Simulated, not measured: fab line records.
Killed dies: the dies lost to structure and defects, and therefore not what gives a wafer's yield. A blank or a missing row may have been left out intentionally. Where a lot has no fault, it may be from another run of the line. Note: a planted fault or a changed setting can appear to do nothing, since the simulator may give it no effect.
Chamber matching ; flow n5 finfet ; 4 sister chambers for N5_BEOL_M6_STRIP_19 on rie diel-03
The step strips in O2. 4 wafers are shown with their chamber, then 10 later ones without.

WAFERS WITH THEIR CHAMBER
wafer;chamber;showerhead plenum p Torr (Torr)
L084.1;3;2.18
L087.2;2;1.91
L090.1;1;2.12
L090.2;0;2.06

WAFERS WITHOUT THEIR CHAMBER
wafer;showerhead plenum p Torr (Torr)
L090.5;2.12
L092.1;1.91
L092.3;2.12
L092.4;2.18
L094.1;1.91
L094.2;2.12
L094.6;2.06
L097.1;2.12
L097.4;2.17
L097.6;2.17

THE CHAMBER EACH PASSED THROUGH
wafer;from the rows above;in truth
L090.5;1;1
L092.1;2;2
L092.3;1;1
L092.4;3;3
L094.1;2;2
L094.2;1;1
L094.6;0;0
L097.1;1;1
L097.4;3;3
L097.6;3;3
10 of 10 placed correctly. Can't be placed from these rows: 0. Wrongly placed: 0.
How it was worked out, from the rows above alone: a wafer's distance from a chamber is the root of the sum, over the readings, of the square of ((its reading less the chamber's mean) divided by the reading's scatter). The wafer belongs to the nearest chamber; if the next one is less than 2 further off, it can't be placed. Each chamber's mean is taken over the wafers shown for it. The scatter: with one shown wafer a chamber, the root of the mean of the squares of how far each hidden wafer lies from its nearest shown one.
